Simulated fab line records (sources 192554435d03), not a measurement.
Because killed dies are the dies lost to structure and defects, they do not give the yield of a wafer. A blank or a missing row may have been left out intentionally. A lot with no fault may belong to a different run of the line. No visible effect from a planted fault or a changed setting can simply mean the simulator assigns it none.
One fault through the eyes of 2 desks | flow n5-finfet | each desk has only its own numbers; what lay behind them comes last

## FROM THE METROLOGY DESK
Lot by lot, what the gauges showed, no matter which tool ran the lot: averages of those sampled wafers that carry a number. Any lot whose mean is over 4 standard deviations away from the usual mean is out of limits and marked OUT; that distance is given in the brackets.
Columns: A = thk-nm at N5_DUMMY_GATE_THK_MEAS_05, usual 71.8 nm; B = cd-nm at N5_DUMMY_GATE_CD_MEAS_15, usual 25.00 nm
lot  | first seen here | A    | B
L328 | day 3 03:17     | 71.6 | 25.19
L331 | day 3 19:29     | 72.5 | 24.87
L333 | day 4 07:17     | 73.1 | 24.85
L334 | day 4 15:47     | 72.1 | 24.94
L336 | day 5 00:53     | 70.2 | 24.94
L340 | day 5 23:46     | 71.2 | 25.02
L341 | day 6 04:56     | 71.8 | 24.84
L346 | day 7 12:27     | 70.0 | 25.17
L347 | day 7 17:13     | 73.2 | 25.00
L348 | day 7 23:35     | 72.7 | 25.11
L349 | day 8 05:05     | 71.2 | 24.73
L350 | day 8 11:02     | 71.8 | 25.04
Finding of this desk: none of the 12 lots has anything out of limits.

## TOOL OWNER'S DESK, litho-track-05
The tool's own readings at N5_DUMMY_GATE_COAT_09 (resist thk 30 nm): means of the sampled wafers that have a number, for each lot that ran on this tool. Any lot whose mean is over 4 standard deviations away from the usual mean is out of limits and marked OUT; that distance is given in the brackets.
Columns: A = resist-line-temp-C at N5_DUMMY_GATE_COAT_09, usual 23.00 C; B = spin-speed-rpm at N5_DUMMY_GATE_COAT_09, usual 1500.0 rpm
lot  | first seen here | A     | B
L328 | day 3 07:19     | 22.98 | 1499.9
L334 | day 4 19:49     | 23.08 | 1499.9
L336 | day 5 04:56     | 22.90 | 1499.7
L340 | day 6 05:49     | 23.01 | 1584.7 (+77) OUT
L341 | day 6 08:58     | 22.99 | 1585.9 (+78) OUT
This desk's verdict: out of limits on L340, L341, starting with L340 at day 6 05:49 (spin-speed-rpm at N5_DUMMY_GATE_COAT_09). L328, L334, L336 stayed within limits.

## TAKEN TOGETHER
At day 6 05:49, on L340, L341, the tool owner's desk was in a position to raise an alarm.
At the metrology desk, nothing out of limits was observed.
The metrology desk has L340, L341 on record, within its limits.
All the named lots went through N5_DUMMY_GATE_COAT_09 on litho-track-05.

## WHAT WAS PUT IN BY THE SIMULATOR
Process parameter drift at N5_DUMMY_GATE_COAT_09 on litho-track-05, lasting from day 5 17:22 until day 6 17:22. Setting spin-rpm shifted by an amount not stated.
Lots struck among those shown: L340, L341.
How many hours passed from the start of the fault until each desk's first out-of-limits reading: the tool owner's desk, 12.
